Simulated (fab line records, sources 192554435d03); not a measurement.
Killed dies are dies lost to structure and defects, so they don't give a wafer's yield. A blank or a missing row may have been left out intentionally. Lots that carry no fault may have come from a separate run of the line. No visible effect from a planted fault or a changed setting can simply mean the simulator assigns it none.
The tool behind it: which one? -- flow n5Finfet -- 16 wafers from 6 lots sampled at 3 of the route's 1938 steps

## WHAT THE GAUGES READ, wafer by wafer
N5_BEOL_M9_THK_MEAS_53: measures by xrf.
lot,measured,on,M9_THK (nm)
L987,day 9 16:18,filmMetro-01,141.6 140.7 137.4
L989,day 10 07:47,filmMetro-01,135.0 133.8 138.3
L993,day 11 06:29,filmMetro-02,143.9 138.6
L994,day 11 14:20,filmMetro-02,141.0 135.8
L998,day 12 10:37,filmMetro-01,138.2 144.8 145.1
L101,day 13 08:44,filmMetro-01,140.1 141.6 143.0

## WHAT TOOL EACH LOT RAN ON (gives the tool, then ch and the chambers of the sampled wafers, and finally the start)
lot,N5_BEOL_M9_PRE_CLEAN_45,N5_BEOL_M9_SPUTTER_48
L987,"pvdSputter-03, day 9 13:37","pvdSputter-03, day 9 14:08"
L989,"pvdSputter-02, day 10 06:18","pvdSputter-01, day 10 06:58"
L993,"pvdSputter-02, day 11 04:58","pvdSputter-03, day 11 05:40"
L994,"pvdSputter-03, day 11 12:54","pvdSputter-03, day 11 13:31"
L998,"pvdSputter-03, day 12 08:34","pvdSputter-03, day 12 09:07"
L101,"pvdSputter-02, day 13 06:41","pvdSputter-01, day 13 07:20"
- N5_BEOL_M9_PRE_CLEAN_45: time 30 s.
- N5_BEOL_M9_SPUTTER_48: material Cu, target thk 12 nm, time 2 s.

## THE ANSWER, worked out from the rows above alone
Rule: usual is defined by the lots themselves. The widest of any qualifying gaps counts: lots, ordered by their means at a reading, are off when they make up no more than a third of the lots, leave a main group of 4 or more, and stand apart from it by 3 or more times the standard deviation of that group's means. The tables above print the reading to a certain number of digits; a main group whose means all agree to those digits is not used. A lot without any number at a reading at which 4 lots or more have one is off too. Where the step has rows for the other lots, those lots are counted as sound.
None of the lots is off at any reading shown; this tells nothing.

## WHAT HAD BEEN PUT IN BY THE SIMULATOR
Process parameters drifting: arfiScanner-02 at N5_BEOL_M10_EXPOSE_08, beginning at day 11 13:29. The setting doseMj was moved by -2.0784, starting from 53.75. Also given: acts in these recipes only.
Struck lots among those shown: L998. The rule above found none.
